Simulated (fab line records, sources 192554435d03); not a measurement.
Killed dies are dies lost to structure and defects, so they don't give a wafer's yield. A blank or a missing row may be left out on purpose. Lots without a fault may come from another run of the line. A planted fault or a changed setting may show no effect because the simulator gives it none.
fab line records | flow n5_finfet | part 2 of 2: steps 21 to 32 of 32
record lots=5 wafers=15 last_day=18
route steps=1938 shown SPACER0@261 SD_EPI_N@262
lots that met no fault: from a run of the same line without faults
start_h: hours from the record's first day to the start of the lot's first wafer shown | wait_h: hours since the lot's step before | " the same as in the row above | L1.1+2: a row that stands for several wafers | - no value, or no start given | * or withheld: withheld | < > ~ a bound
route shown NAME@n: a module of which the file shows steps, and the number in the route of the first | usual: mean/standard deviation of fault-free wafers | same: alike in all rows | chamber/n: place in a boat | sites: the reading at each site | _std_site: their standard deviation | _edge_site: outer sites' mean less inner sites' | radius_mm: how far each site lies from the wafer's centre | mask NAME#n: copy n | behind: the tool/chamber that last shaped the wafer | hold: why the lot was held/for how many hours/how that ended | device: the transistor (n, p or np) that didn't switch | end of line: the same wafers' tests at the end of the route | a step without rows: its recipe alone | killed: dies lost to structure and defects at the first sort, not the wafer's yield | map: a wafer's dies, x killed, . not, _ none there
set.NAME: the setting as run; set.NAME@STEP: as run at that earlier step | model.NAME: the simulator's own value behind a step, which no gauge read
lots at some steps of the route; a table a step, a row a wafer
services: from which hour (start_h, from the record's first day; less than 0 if before it) a tool's chamber was out of use, for how many hours, and why
## steps
# step N5_SD_EPI_N_SD_RECESS_17
# recipe chemistry=HBr/Cl2/O2 target_depth_a=410 mask_material=SOC time_s=23.7 bt_time_s=3 pressure_mtorr=10 icp_w=800 bias_w=112 HBr_flow_sccm=150 Cl2_flow_sccm=80 O2_flow_sccm=12
# usual HBr_flow_sccm=150.0/0.45 drypump_motor_current_A=6.0/0.36 oes_product_au=1.001/0.014 throttle_valve_pct=37.1/0.3
# columns lot.wafer tool chamber start_h wait_h HBr_flow_sccm drypump_motor_current_A oes_product_au rf_hours_counter_h throttle_valve_pct
L075.3 rie_si-01 1 56.44 0.0 150.3 5.9 0.996 25 37.5
L075.4 " 0 " " 149.6 5.5 1.011 29 37.0
L075.6 " 1 " " 150.0 5.9 0.991 - 37.5
L081.1 rie_si-04 1 92.66 0.0 149.7 5.7 0.996 77 37.3
L081.3 " 3 " " 149.0 6.1 0.999 175 36.9
L081.6 " 1 " " 150.1 5.7 0.995 - 37.3
L082.3 rie_si-05 1 97.74 0.0 150.9 5.8 1.029 59 36.9
L082.4 " 2 " " 149.6 6.5 0.993 109 36.7
L082.6 " 2 " " 150.2 6.5 1.006 - 36.7
L090.1 rie_si-05 3 146.60 0.0 150.1 6.5 1.002 0 37.4
L090.2 " 0 " " 151.1 6.6 0.999 45 37.8
L090.5 " 3 " " 150.4 6.5 0.995 - 37.4
L095.1 rie_si-01 0 188.83 0.0 150.1 5.5 1.019 32 37.1
L095.5 " 3 " " 150.4 6.1 0.978 - 37.4
L095.6 " 0 " " 150.4 5.5 1.020 - 37.0
# step N5_SD_EPI_N_STRIP_38
# recipe chemistry=N2/H2 power_w=1000 temp_c=250 h2_frac=0.65 overash_fraction=0.3 pressure_mtorr=withheld n2_flow_sccm=1750 h2_flow_sccm=3250
# usual drypump_motor_current_A=6.23/0.26 heater_power_w=350/38 n2_flow_sccm=1750/4.7 oes_product_au=0.760/0.012
# columns lot.wafer tool chamber start_h wait_h drypump_motor_current_A heater_power_w n2_flow_sccm oes_product_au rf_hours_counter_h
L075.3 plasma_asher-02 0 56.55 0.1 6.00 305 1750 0.753 -
L075.4 " 1 " " 6.54 384 1746 0.750 -
L075.6 " 1 " " 6.57 387 1748 0.747 -
L081.1 plasma_asher-01 0 92.76 0.1 6.12 359 1751 0.759 37
L081.3 " 0 " " 6.12 357 1752 0.768 -
L081.6 " 1 " " 6.11 358 1754 0.769 -
L082.3 plasma_asher-02 1 97.85 0.1 6.54 387 1745 0.732 -
L082.4 " 0 " " 5.96 308 1752 0.749 -
L082.6 " 1 " " 6.54 391 1747 0.781 -
L090.1 plasma_asher-02 1 146.70 0.1 6.54 386 1747 0.772 110
L090.2 " 0 " " 6.00 305 1759 0.753 110
L090.5 " 0 " " 5.98 304 1752 0.743 -
L095.1 plasma_asher-02 1 188.93 0.1 6.54 392 1741 0.757 116
L095.5 " 0 " " 6.00 303 1749 0.771 -
L095.6 " 1 " " 6.53 387 1747 0.736 -
# step N5_SD_EPI_N_WET_ETCH_43
# recipe chemistry=dHF dilution=withheld time_s=14 target=SiO2 target_depth_a=15 temp_c=25
# columns lot.wafer tool chamber start_h wait_h
L075.3+4+6 wet_bench-01 3,1,7 56.63 -
L081.1+3+6 wet_bench-03 0,3,2 92.85 -
L082.3+4+6 wet_bench-02 2,7,4 97.93 -
L090.1+2+5 wet_bench-03 1,0,7 146.78 -
L095.1+5+6 wet_bench-03 7,5,0 189.01 -
# step N5_SD_EPI_N_STRIP_18
# recipe chemistry=SPM time_s=750 temp_c=130 h2so4_h2o2_vol_ratio=4
# usual bath_heat_duty_pct=15.0/1.8
# columns lot.wafer tool chamber start_h wait_h bath_heat_duty_pct
L075.3 wet_bench-01 3 56.63 0.0 16.9
L075.4 " 1 " " 14.7
L075.6 " 7 " " 15.2
L081.1 wet_bench-03 0 92.85 0.0 14.9
L081.3 " 3 " " 12.5
L081.6 " 2 " " 16.7
L082.3 wet_bench-02 2 97.94 0.0 14.7
L082.4 " 7 " " 15.5
L082.6 " 4 " " 13.5
L090.1 wet_bench-03 1 146.79 0.0 13.1
L090.2 " 0 " " 14.5
L090.5 " 7 " " 16.0
L095.1 wet_bench-03 7 189.02 0.0 15.9
L095.5 " 5 " " 13.4
L095.6 " 0 " " 13.0
# step N5_SD_EPI_N_SRD_20
# recipe dry=ipa_marangoni do_ppb=5 time_s=30 temp_c=23 rinse_liquid=diw
# usual bath_heat_duty_pct=3.7/0.58
# columns lot.wafer tool chamber start_h wait_h bath_heat_duty_pct
L075.3 wet_bench-01 3 56.84 0.0 4.0
L075.4 " 1 " " 3.9
L075.6 " 7 " " 3.1
L081.1 wet_bench-03 0 93.06 0.0 3.5
L081.3 " 3 " " 3.2
L081.6 " 2 " " 5.1
L082.3 wet_bench-02 2 98.14 0.0 3.5
L082.4 " 7 " " 4.0
L082.6 " 4 " " 3.3
L090.1 wet_bench-03 1 147.00 0.0 2.5
L090.2 " 0 " " 2.7
L090.5 " 7 " " 4.1
L095.1 wet_bench-03 7 189.23 0.0 3.9
L095.5 " 5 " " 3.4
L095.6 " 0 " " 4.2
# step N5_SD_EPI_N_PRECLEAN_48
# recipe chemistry=NF3:NH3 afs_cycles=2 temp_c=30 time_s=20 sublimation_temp_c=180 sublimation_time_s=60 pressure_torr=3 rf_power_w=30
# columns lot.wafer tool chamber start_h wait_h
L075.3+4+6 epi_rpcvd-03 0 57.01 0.2
L081.1+3+6 epi_rpcvd-04 0 93.11 0.0
L082.3+4+6 epi_rpcvd-04 0 98.35 0.2
L090.1+2+5 epi_rpcvd-04 0 147.05 0.0
L095.1+5+6 epi_rpcvd-03 0 189.28 0.0
# step N5_SD_EPI_N_VAPOR_ETCH_50
# recipe chemistry=HCl target=Si temp_c=775 time_s=54 pressure_torr=20 mode=isotropic
# usual throttle_valve_pct=12.01/0.27
# columns lot.wafer tool chamber start_h wait_h throttle_valve_pct
L075.3 epi_rpcvd-03 0 57.31 0.2 11.76
L075.4 " 0 " " 11.92
L075.6 " 0 " " 11.46
L081.1 epi_rpcvd-04 0 93.59 0.4 12.12
L081.3 " 0 " " 12.19
L081.6 " 0 " " 12.33
L082.3 epi_rpcvd-04 0 98.75 0.3 12.12
L082.4 " 0 " " 12.17
L082.6 " 0 " " 12.36
L090.1 epi_rpcvd-04 0 147.69 0.5 12.20
L090.2 " 0 " " 12.07
L090.5 " 0 " " 12.23
L095.1 epi_rpcvd-03 0 189.64 0.3 11.91
L095.5 " 0 " " 11.85
L095.6 " 0 " " 11.59
# step N5_SD_EPI_N_EPI_21
# recipe material=Si:P dopant=P temp_c=680 pressure_torr=255 time_s=690
# columns lot.wafer tool chamber start_h wait_h
L075.3+4+6 epi_rpcvd-03 0 57.99 0.7
L081.1+3+6 epi_rpcvd-04 0 93.83 0.2
L082.3+4+6 epi_rpcvd-04 0 99.66 0.9
L090.1+2+5 epi_rpcvd-04 0 148.01 0.3
L095.1+5+6 epi_rpcvd-03 0 189.82 0.1
# step N5_SD_EPI_N_EPI_MEAS_23
# recipe mode=xrd
# usual thk_nm=59.1/1.3
# columns lot.wafer tool chamber start_h wait_h thk_nm
L075.3 film_metro-02 - 59.15 0.9 58.5
L075.4 " - " " 60.3
L075.6 " - " " 58.6
L081.1 film_metro-01 - 96.11 1.9 59.4
L081.3 " - " " 63.3
L081.6 " - " " 60.7
L082.3 film_metro-01 - 101.19 1.2 59.6
L082.4 " - " " 58.2
L082.6 " - " " 60.7
L090.1 film_metro-02 - 151.03 2.5 60.1
L090.2 " - " " 58.7
L090.5 " - " " 58.6
L095.1 film_metro-01 - 191.53 1.4 59.6
L095.5 " - " " 59.3
L095.6 " - " " 59.3
# step N5_SD_EPI_N_PRECLEAN_24
# recipe chemistry=O3/DIW time_s=60 temp_c=22 o3_ppm=10
# usual bath_heat_duty_pct=2.4/0.44
# columns lot.wafer tool chamber start_h wait_h bath_heat_duty_pct
L075.3 wet_bench-02 4 59.19 0.0 2.3
L075.4 " 6 " " 1.5
L075.6 " 2 " " 2.7
L081.1 wet_bench-02 0 96.14 0.0 2.3
L081.3 " 6 " " 2.6
L081.6 " 3 " " 2.1
L082.3 wet_bench-02 4 101.23 0.0 1.8
L082.4 " 1 " " 2.7
L082.6 " 7 " " 2.5
L090.1 wet_bench-03 5 151.07 0.0 2.1
L090.2 " 4 " " 2.4
L090.5 " 0 " " 2.5
L095.1 wet_bench-01 2 191.57 0.0 2.6
L095.5 " 7 " " 2.4
L095.6 " 1 " " 1.8
# step N5_SD_EPI_N_SRD_25
# recipe time_s=30 temp_c=23 rinse_liquid=diw dry=ipa_marangoni
# usual bath_heat_duty_pct=3.7/0.64
# columns lot.wafer tool chamber start_h wait_h bath_heat_duty_pct
L075.3 wet_bench-02 4 59.21 0.0 3.6
L075.4 " 6 " " 3.6
L075.6 " 2 " " 4.0
L081.1 wet_bench-02 0 96.16 0.0 4.1
L081.3 " 6 " " 4.0
L081.6 " 3 " " 3.3
L082.3 wet_bench-02 4 101.25 0.0 3.5
L082.4 " 1 " " 4.0
L082.6 " 7 " " 2.8
L090.1 wet_bench-03 5 151.09 0.0 2.8
L090.2 " 4 " " 3.4
L090.5 " 0 " " 3.2
L095.1 wet_bench-01 2 191.59 0.0 2.8
L095.5 " 7 " " 4.0
L095.6 " 1 " " 3.0
# step N5_SD_EPI_N_PRECLEAN_49
# recipe chemistry=NF3:NH3 afs_cycles=1 temp_c=30 time_s=20 sublimation_temp_c=180 sublimation_time_s=60 pressure_torr=3 rf_power_w=30
# columns lot.wafer tool chamber start_h wait_h
L075.3+4+6 remote_plasma-02 0 59.32 0.1
L081.1+3+6 remote_plasma-01 1 96.21 0.0
L082.3+4+6 remote_plasma-01 0 101.35 0.1
L090.1+2+5 remote_plasma-01 1 151.13 0.0
L095.1+5+6 remote_plasma-01 1 191.64 0.0
## services
# columns tool chamber start_h hours kind
rie_diel-05 - 38.45 3.1 repair
rie_diel-04 1 47.31 3.7 repair
arfi_scanner-03 - 51.53 1.3 pm
rie_diel-04 1 72.66 7.5 repair
arfi_scanner-03 - 80.61 1.1 repair
arfi_scanner-01 - 81.41 1.0 pm
plasma_asher-02 - 81.42 2.8 pm
rie_diel-05 2 89.97 4.8 repair
arfi_scanner-01 - 94.19 0.8 pm
arfi_scanner-03 - 96.27 4.9 pm
arfi_scanner-01 - 100.70 1.3 pm
rie_diel-04 1 106.99 5.1 repair
rie_si-05 2 118.13 4.7 repair
arfi_scanner-01 - 124.20 1.0 pm
arfi_scanner-03 - 135.80 1.0 pm
arfi_scanner-03 - 140.06 0.8 pm
rie_diel-05 0 147.50 7.9 repair
arfi_scanner-01 - 158.49 0.9 repair
rie_diel-04 2 158.73 9.8 repair
rie_si-05 1 166.62 10.4 repair
arfi_scanner-01 - 176.79 1.8 repair
arfi_scanner-03 - 177.03 1.3 pm
rie_diel-05 2 186.93 18.4 repair
arfi_scanner-03 - 190.72 0.8 repair
